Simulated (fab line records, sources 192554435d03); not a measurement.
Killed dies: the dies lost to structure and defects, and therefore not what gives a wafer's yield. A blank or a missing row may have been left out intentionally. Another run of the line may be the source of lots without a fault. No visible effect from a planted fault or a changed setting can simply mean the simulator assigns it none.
Struck lot and sound lot, side by side + flow n5Finfet + 19 steps out of a route of 1938
Sound: wafers L731.1, L731.2, L731.4. Struck: wafer L717.5 (left out: L717.2, a lot-mate that was not struck); the cause follows at the end.
Each step with rows lists, per side, the tool, then ch with its chambers, then its first start. Under that, the readings that differ: sound wafers + struck wafers + difference of the means + sigmas: that difference in standard deviations of wafers without a fault.
alike: a reading whose means differ by less than 2 such deviations, as well as words and numbers matching on both sides. not compared: withheld readings; readings where some wafer has no value; bounds like >300 that might hide an equal value; numbers whose values overlap and for which the record gives no deviation.
A row with sigmas, a row that says differs or no value, or rows on one side alone: a step with any of these is where the two part. When numbers do not overlap yet have no deviation, they are printed without sigmas and do not part them. Lack of a reading on every wafer of one side parts them only where that side has two or more wafers.

N5_START_INSPECT_01: inspects for defects (unpatterned scan).
  struck on defectInspect-02, day 2 18:02; sound on defectInspect-02, day 6 06:02
  alike: rawDefectCount
then, 2 steps without rows for these wafers: N5_ZERO_LAYER_PRECLEAN_00 (cleans in SPM, time 600 s); N5_ZERO_LAYER_SRD_01 (time 30 s, dry time 30 s).
N5_ZERO_LAYER_PECVD_02: deposits SiO2 from SiH4/N2O, target thk 10 nm, time 6 s.
  sound on pecvd-02 ch 0,1, day 6 06:17; struck on pecvd-04 ch 2, day 2 18:17
  alike: heaterPowerW, showerheadPlenumPTorr
  not compared: sinceWetCleanH
then, 4 steps without rows for these wafers: N5_ZERO_LAYER_HMDS_04 (time 60 s); N5_ZERO_LAYER_COAT_05 (resist thk 1000 nm); N5_ZERO_LAYER_EBR_07; N5_ZERO_LAYER_SOFTBAKE_06 (time 90 s).
N5_ZERO_LAYER_EXPOSE_08: exposes mask ZERO, defocus 0 nm, target cd 2000 nm.
  sound on krfScanner-01 ch 0, day 6 06:35; struck on krfScanner-02 ch 0, day 2 18:28
| reading            | sound         | struck | difference | sigmas |
|--------------------|---------------|--------|------------|--------|
| focusOffsetNm (nm) | -0.1 -0.3 0.2 | 1.1    | +1.2       | +2     |
  alike: mask, exposureDoseMJCm2
then, 3 steps without rows for these wafers: N5_ZERO_LAYER_PEB_09; N5_ZERO_LAYER_DEVELOP_10 (develop time 60 s); N5_ZERO_LAYER_HARDBAKE_23 (time 120 s).
N5_ZERO_LAYER_CD_MEAS_11 targets a cd of 2000 nm.
  sound on cdSem-02 ch 0, day 6 06:46; struck on cdSem-02 ch 0, day 2 18:38
| reading   | sound                | struck | difference | sigmas |
|-----------|----------------------|--------|------------|--------|
| cdNm (nm) | 1998.4 1996.3 1997.5 | 2011.5 | +14.1      | +9     |
N5_ZERO_LAYER_DESCUM_16: chemistry O2, time 7.9 s.
  sound on rieDiel-06 ch 0,2,3, day 6 06:49; struck on rieDiel-01 ch 3, day 2 18:41
| reading                    | sound          | struck | difference | sigmas |
|----------------------------|----------------|--------|------------|--------|
| model.ZERO_LAYER.cdNm (nm) | 1998 1997 1998 | 2011   | +13        |        |
  alike: biasPowerW, drypumpMotorCurrentA, oesProductAu, rfVppV, showerheadPlenumPTorr, tempC, throttleValvePct
  not compared: rfHoursCounterH
N5_ZERO_LAYER_ETCH_17: etches SiO2 in CF4, target depth 12 nm, time 13.3 s.
  sound on rieDiel-06 ch 0,2,3, day 6 06:51; struck on rieDiel-01 ch 3, day 2 18:43
  alike: drypumpMotorCurrentA, oesProductAu, rfVppV, showerheadPlenumPTorr, throttleValvePct
  not compared: rfHoursCounterH
N5_ZERO_LAYER_ETCH_18: etches Si in HBr/Cl2, target depth 120 nm, time 40 s.
  sound on rieSi-06 ch 1,2,3, day 6 06:55; struck on rieSi-06 ch 0, day 2 18:47
| reading                    | sound          | struck | difference | sigmas |
|----------------------------|----------------|--------|------------|--------|
| model.ZERO_LAYER.cdNm (nm) | 1998 1997 1998 | 2011   | +13        |        |
  alike: drypumpMotorCurrentA, oesProductAu, throttleValvePct
  not compared: rfHoursCounterH
N5_ZERO_LAYER_STRIP_24: strips in O2.
  sound on plasmaAsher-02 ch 0,1, day 6 07:01; struck on plasmaAsher-01 ch 1, day 2 19:04
  alike: drypumpMotorCurrentA, heaterPowerW, oesProductAu, stripTimeToEndpointS, tempC
  not compared: rfHoursCounterH
-- here the record skips 7 days between the struck wafers' starts before and after, leaving off in module ZERO_LAYER and picking up in module BEOL_M4 (first step shown: number 1111 of the route) --
N5_BEOL_M4_RC_MEAS_101:
  sound on prober-01 ch 0, day 13 17:16; struck on prober-01 ch 0, day 9 16:36
  alike: DIBL_N, DIBL_P, IOFF_N, IOFF_P, ION_N, ION_P, SS_N, SS_P, VT_N, VT_P
-- a jump in the record: the struck wafers' starts before and after are 4 days apart (it breaks off in module BEOL_M4 and resumes in module PASSIVATION, where the first step shown is number 1936 of the route) --
N5_PASSIVATION_PROBE_49:
  rows exist in the record for the struck wafers here (prober-01, day 13 19:34), but not for the sound ones

== WHERE THEY PART ==
First at N5_ZERO_LAYER_EXPOSE_08; last, within this record, at N5_PASSIVATION_PROBE_49.

WHY: whatever the simulator had introduced
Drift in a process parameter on krfScanner-02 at N5_ZERO_LAYER_EXPOSE_08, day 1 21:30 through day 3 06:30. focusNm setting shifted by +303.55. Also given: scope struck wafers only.
